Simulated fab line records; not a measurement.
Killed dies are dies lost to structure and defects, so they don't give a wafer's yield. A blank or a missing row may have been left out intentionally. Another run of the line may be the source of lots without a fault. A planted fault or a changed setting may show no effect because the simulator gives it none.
Which of the tools did it?	flow n5Finfet	22 lots, 66 wafers sampled, at 5 steps of a route of 1938

== WHAT THE GAUGES SHOWED, per wafer ==
N5_DUMMY_GATE_INSPECT_27: inspects for defects (brightfield). Usual: rawDefectCount reads 310 (standard deviation 81).
lot	measured	on	rawDefectCount	flag
L074	day 3 01:56	defectInspect-02	228 338 289	
L075	day 3 08:10	defectInspect-02	242 330 204	
L076	day 3 12:32	defectInspect-02	371 294 379	
L077	day 3 17:34	defectInspect-02	190 329 207	
L078	day 4 01:56	defectInspect-02	188 186 272	
L080	day 4 13:50	defectInspect-01	342 267 321	
L081	day 4 18:44	defectInspect-01	208 313 265	
L082	day 5 02:02	defectInspect-02	291 272 288	
L083	day 5 05:54	defectInspect-01	255 291 255	
L084	day 5 12:06	defectInspect-01	336 375 343	
L085	day 5 20:18	defectInspect-01	228 337 234	
L086	day 6 01:02	defectInspect-02	209 273 192	
L087	day 6 05:34	defectInspect-02	484 268 346	
L088	day 6 13:37	defectInspect-01	239 243 476	
L089	day 6 18:36	defectInspect-02	366 333 435	
L090	day 7 01:04	defectInspect-01	331 281 293	
L091	day 7 05:23	defectInspect-02	427 358 323	
L092	day 7 11:33	defectInspect-01	269 292 261	
L093	day 7 20:46	defectInspect-02	315 335 361	
L094	day 8 01:24	defectInspect-02	195 347 330	
L095	day 8 08:15	defectInspect-01	336 238 269	
L096	day 8 12:10	defectInspect-01	242 384 328	

N5_SD_EPI_N_OVL_MEAS_10. Usual: SD_N_BLK_OVL typically reads -0.2 nm, with standard deviation 0.72.
lot	measured	on	SD_N_BLK_OVL (nm)	flag
L074	day 3 02:50	overlay-01	-0.4 0.3 0.1	
L075	day 3 09:04	overlay-02	-1.2 -1.2 -0.9	
L076	day 3 13:27	overlay-01	-1.6 1.1 0.4	
L077	day 3 18:54	overlay-02	-0.1 -0.6 0.0	
L078	day 4 02:58	overlay-02	0.2 -1.9 -0.1	
L080	day 4 14:45	overlay-01	-0.3 -1.3 -0.5	
L081	day 4 19:46	overlay-02	0.1 -0.1 -0.5	
L082	day 5 03:44	overlay-01	0.5 0.8 -0.3	
L083	day 5 06:56	overlay-02	0.1 0.4 0.5	
L084	day 5 13:01	overlay-01	-0.4 -0.8 -0.5	
L085	day 5 21:22	overlay-02	0.2 0.9 0.2	
L086	day 6 02:04	overlay-01	-1.0 -0.9 -0.2	
L087	day 6 06:28	overlay-01	-0.4 -1.4 0.2	
L088	day 6 14:32	overlay-01	-0.2 -0.2 0.3	
L089	day 6 19:30	overlay-01	-1.3 -0.9 -0.2	
L090	day 7 02:06	overlay-02	1.6 -0.8 -0.9	
L091	day 7 06:52	overlay-02	-1.0 -0.6 -0.6	
L092	day 7 14:25	overlay-02	-0.4 0.0 0.8	
L093	day 7 21:48	overlay-02	-1.3 -0.2 0.6	
L094	day 8 02:26	overlay-01	-0.4 0.2 -0.5	
L095	day 8 09:17	overlay-02	0.3 -0.5 -0.8	
L096	day 8 13:32	overlay-02	0.4 -0.5 -0.6	

== TOOL THAT RAN EACH LOT (tool first, then ch and the chambers of the sampled wafers, then the start) ==
lot	N5_DUMMY_GATE_HM_OPEN_21	N5_DUMMY_GATE_ETCH_44	N5_SPACER0_ALD_00
L074	rieDiel-01 ch 2,3, day 3 00:52	rieSi-02 ch 0,1,3, day 3 01:07	aldSin-03 ch 1,2,3, day 3 02:07
L075	rieDiel-01 ch 0,1, day 3 07:25	rieSi-03 ch 1,2, day 3 07:40	aldSin-03 ch 2,3, day 3 08:21
L076	rieDiel-03 ch 2,3, day 3 11:37	rieSi-05 ch 0,1, day 3 11:52	aldSin-02 ch 0,3, day 3 12:44
L077	rieDiel-01 ch 1,2, day 3 16:55	rieSi-05 ch 1,3, day 3 17:10	aldSin-03 ch 0,1,3, day 3 17:45
L078	rieDiel-01 ch 1,2, day 4 01:17	rieSi-02 ch 0,1,3, day 4 01:32	aldSin-02 ch 0,2,3, day 4 02:08
L080	rieDiel-03 ch 2,3, day 4 13:01	rieSi-02 ch 0,1,3, day 4 13:16	aldSin-02 ch 2,3, day 4 14:02
L081	rieDiel-03 ch 0,1,2, day 4 18:05	rieSi-03 ch 0,1, day 4 18:20	aldSin-03 ch 1,2,3, day 4 18:56
L082	rieDiel-03 ch 0,2,3, day 5 01:19	rieSi-05 ch 0,1,2, day 5 01:34	aldSin-02 ch 2,3, day 5 03:01
L083	rieDiel-01 ch 0,1, day 5 05:14	rieSi-02 ch 1,3, day 5 05:29	aldSin-02 ch 1,3, day 5 06:05
L084	rieDiel-03 ch 0,2,3, day 5 11:22	rieSi-05 ch 0,1,3, day 5 11:37	aldSin-01 ch 1,2,3, day 5 12:17
L085	rieDiel-03 ch 1,3, day 5 19:39	rieSi-02 ch 2,3, day 5 19:54	aldSin-03 ch 1,3, day 5 20:29
L086	rieDiel-03 ch 0,2,3, day 6 00:23	rieSi-03 ch 1,2, day 6 00:38	aldSin-02 ch 0,2,3, day 6 01:13
L087	rieDiel-02 ch 0,2,3, day 6 04:55	rieSi-05 ch 0,1,2, day 6 05:10	aldSin-03 ch 1,2, day 6 05:45
L088	rieDiel-01 ch 1,2, day 6 12:56	rieSi-02 ch 1,2, day 6 13:11	aldSin-03 ch 1,2, day 6 13:49
L089	rieDiel-03 ch 2,3, day 6 17:56	rieSi-03 ch 0,2,3, day 6 18:11	aldSin-02 ch 0,2, day 6 18:47
L090	rieDiel-03 ch 1,2,3, day 7 00:25	rieSi-03 ch 0,3, day 7 00:40	aldSin-03 ch 2,3, day 7 01:15
L091	rieDiel-01 ch 0,1,3, day 7 04:44	rieSi-03 ch 0,1, day 7 04:59	aldSin-03 ch 0,1,2, day 7 06:01
L092	rieDiel-01 ch 1,2,3, day 7 10:53	rieSi-02 ch 0,2,3, day 7 11:09	aldSin-03 ch 0,1,2, day 7 13:34
L093	rieDiel-03 ch 0,1,3, day 7 20:07	rieSi-05 ch 0,1,3, day 7 20:22	aldSin-03 ch 0,2,3, day 7 20:58
L094	rieDiel-01 ch 0,2,3, day 8 00:44	rieSi-05 ch 0,1,3, day 8 00:59	aldSin-01 ch 1,2,3, day 8 01:35
L095	rieDiel-03 ch 0,3, day 8 07:36	rieSi-05 ch 0,1, day 8 07:51	aldSin-03 ch 1,2, day 8 08:26
L096	rieDiel-01 ch 1,3, day 8 11:31	rieSi-03 ch 1,3, day 8 11:46	aldSin-02 ch 2,3, day 8 12:41
- N5_DUMMY_GATE_HM_OPEN_21: chemistry CH3F/O2, target SiNx, target depth 120 nm, time 171.4 s.
- N5_DUMMY_GATE_ETCH_44: etches poly-Si in HBr/O2, stops on SiO2, target depth 127.5 nm.
- N5_SPACER0_ALD_00: deposits SiOCN, target thk 3.5 nm, pulse time 3 s, purge time 2 s.

== AS READ BY THE TOOLS THEMSELVES (means over the sampled wafers that have a number; for cases with no such wafer, the mark the record gives instead) ==
N5_DUMMY_GATE_HM_OPEN_21. Usual: biasW 73.04 W, standard deviation 0.2; drypumpMotorCurrentA 5.7 A, standard deviation 0.54; mfcArSccm 150.0 sccm, standard deviation 0.47; oes_f_703_au 0.76 a.u., standard deviation 0.056; oes_o_777_au 0.75 a.u., standard deviation 0.052; oesProductAu 0.75 a.u., standard deviation 0.056; rfVppV 300 V, standard deviation 13; showerheadPlenumPTorr 2.03 Torr, standard deviation 0.07; throttleValvePct 16.60 %, standard deviation 0.26.
lot	tool	biasW (W)	drypumpMotorCurrentA (A)	mfcArSccm (sccm)	oes_f_703_au (a.u.)	oes_o_777_au (a.u.)	oesProductAu (a.u.)	rfVppV (V)	showerheadPlenumPTorr (Torr)	throttleValvePct (%)	flag
L074	rieDiel-01	72.87	6.3	149.7	0.72	0.74	0.76	321	2.08	16.74	
L075	rieDiel-01	73.01	5.9	149.7	0.71	0.69	0.68	293	2.02	16.49	
L076	rieDiel-03	73.03	5.1	150.2	0.76	0.76	0.75	299	2.02	16.56	
L077	rieDiel-01	72.99	6.0	149.9	0.74	0.73	0.74	303	1.98	16.64	
L078	rieDiel-01	73.04	6.3	150.1	0.75	0.75	0.73	292	1.95	16.42	
L080	rieDiel-03	73.21	5.1	149.5	0.75	0.75	0.75	299	2.02	16.56	
L081	rieDiel-03	73.07	5.5	150.0	0.77	0.77	0.75	293	2.04	16.76	
L082	rieDiel-03	73.10	5.3	150.3	0.76	0.75	0.74	296	2.06	16.72	
L083	rieDiel-01	72.76	5.9	150.1	0.88	0.87	0.87	294	2.01	16.15	
L084	rieDiel-03	73.09	5.3	149.7	0.75	0.75	0.74	296	2.06	16.73	
L085	rieDiel-03	72.97	5.3	150.0	0.75	0.76	0.75	301	1.96	16.56	
L086	rieDiel-03	73.00	5.4	149.9	0.75	0.75	0.73	295	2.05	16.73	
L087	rieDiel-02	73.03	5.4	150.2	0.81	0.84	0.83	300	2.02	16.32	
L088	rieDiel-01	73.04	6.0	149.8	0.72	0.72	0.72	304	1.97	16.69	
L089	rieDiel-03	73.34	5.2	150.0	0.74	0.74	0.73	300	2.01	16.60	
L090	rieDiel-03	72.94	5.3	149.6	0.75	0.75	0.73	296	2.00	16.65	
L091	rieDiel-01	72.96	6.2	150.4	0.79	0.78	0.78	300	2.03	16.37	
L092	rieDiel-01	73.05	6.3	149.6	0.72	0.72	0.71	305	2.01	16.64	
L093	rieDiel-03	73.13	5.4	150.0	0.76	0.75	0.74	297	2.00	16.73	
L094	rieDiel-01	72.88	5.9	150.1	0.77	0.77	0.79	313	2.05	16.62	
L095	rieDiel-03	72.96	5.5	150.3	0.76	0.74	0.72	295	2.06	16.85	
L096	rieDiel-01	73.04	6.6	150.3	0.73	0.72	0.70	294	1.98	16.42	

N5_DUMMY_GATE_ETCH_44. Usual: biasW 20.00 W, standard deviation 0.062; drypumpMotorCurrentA 5.8 A, standard deviation 0.42; heBacksideLeakSccm 2.8 sccm, standard deviation 0.31; oesProductAu 0.728 a.u., standard deviation 0.013; throttleValvePct 18.47 %, standard deviation 0.27.
lot	tool	biasW (W)	drypumpMotorCurrentA (A)	heBacksideLeakSccm (sccm)	oesProductAu (a.u.)	throttleValvePct (%)	flag
L074	rieSi-02	20.07	6.1	3.0	0.725	18.72	
L075	rieSi-03	19.98	5.6	3.0	0.718	18.66	
L076	rieSi-05	20.02	6.1	2.7	0.714	18.17	
L077	rieSi-05	19.91	5.7	2.8	0.745	18.50	
L078	rieSi-02	19.98	6.1	3.0	0.727	18.73	
L080	rieSi-02	20.02	6.0	2.9	0.716	18.73	
L081	rieSi-03	19.99	5.5	2.9	0.728	18.64	
L082	rieSi-05	19.99	6.0	2.7	0.722	18.26	
L083	rieSi-02	20.06	5.9	2.9	0.733	18.71	
L084	rieSi-05	19.99	5.9	2.7	0.740	18.34	
L085	rieSi-02	20.01	5.7	2.9	0.735	18.54	
L086	rieSi-03	20.09	5.6	2.9	0.724	18.67	
L087	rieSi-05	19.96	6.0	2.5	0.729	18.27	
L088	rieSi-02	19.91	5.8	2.8	0.740	18.70	
L089	rieSi-03	20.00	5.3	2.6	0.717	18.34	
L090	rieSi-03	19.95	5.3	2.7	0.732	18.23	
L091	rieSi-03	19.95	5.4	2.9	0.718	18.53	
L092	rieSi-02	19.98	5.9	2.7	0.724	18.56	
L093	rieSi-05	19.99	5.9	2.6	0.738	18.34	
L094	rieSi-05	19.96	5.9	2.8	0.731	18.33	
L095	rieSi-05	20.03	5.7	3.5	0.735	18.36	
L096	rieSi-03	19.97	5.6	2.8	0.729	18.56	

N5_SPACER0_ALD_00. Usual: chamberPressureTorr 2.000 Torr, standard deviation 0.0043; heaterPowerW 834 W, standard deviation 110; precursorPulseHeightRel 1.001, standard deviation 0.02.
lot	tool	chamberPressureTorr (Torr)	heaterPowerW (W)	precursorPulseHeightRel	flag
L074	aldSin-03	1.996	815	0.995	
L075	aldSin-03	2.003	788	1.005	
L076	aldSin-02	1.997	772	0.996	
L077	aldSin-03	1.997	792	1.002	
L078	aldSin-02	1.998	821	0.991	
L080	aldSin-02	2.000	876	0.999	
L081	aldSin-03	1.999	812	1.021	
L082	aldSin-02	1.999	875	0.993	
L083	aldSin-02	2.003	869	1.005	
L084	aldSin-01	2.002	796	1.002	
L085	aldSin-03	1.996	719	0.995	
L086	aldSin-02	2.000	814	0.993	
L087	aldSin-03	2.002	912	0.997	
L088	aldSin-03	1.998	922	1.009	
L089	aldSin-02	1.999	827	1.015	
L090	aldSin-03	1.996	908	0.994	
L091	aldSin-03	2.000	900	1.008	
L092	aldSin-03	2.000	908	1.006	
L093	aldSin-03	2.005	897	1.002	
L094	aldSin-01	2.003	806	0.994	
L095	aldSin-03	1.999	908	1.006	
L096	aldSin-02	1.996	879	1.006	

== THE ANSWER, worked out from the rows above alone ==
Rule: a lot counts as off when the mean over its wafers that have a number is more than 3 standard deviations away from the usual mean. Also off: a lot with no number at a reading for which 4 or more lots have one. Where the step has rows for the other lots, those lots are counted as sound. First the gauges in route order, then the tools' own readings, where a lot's mean is used as printed above. At the first step where some lot is off, the reading lying furthest off is the one used; lots without a number count as furthest.
No lot is off on any of the readings shown, so nothing can be concluded from this.

== WHAT THE SIMULATOR HAD INSERTED ==
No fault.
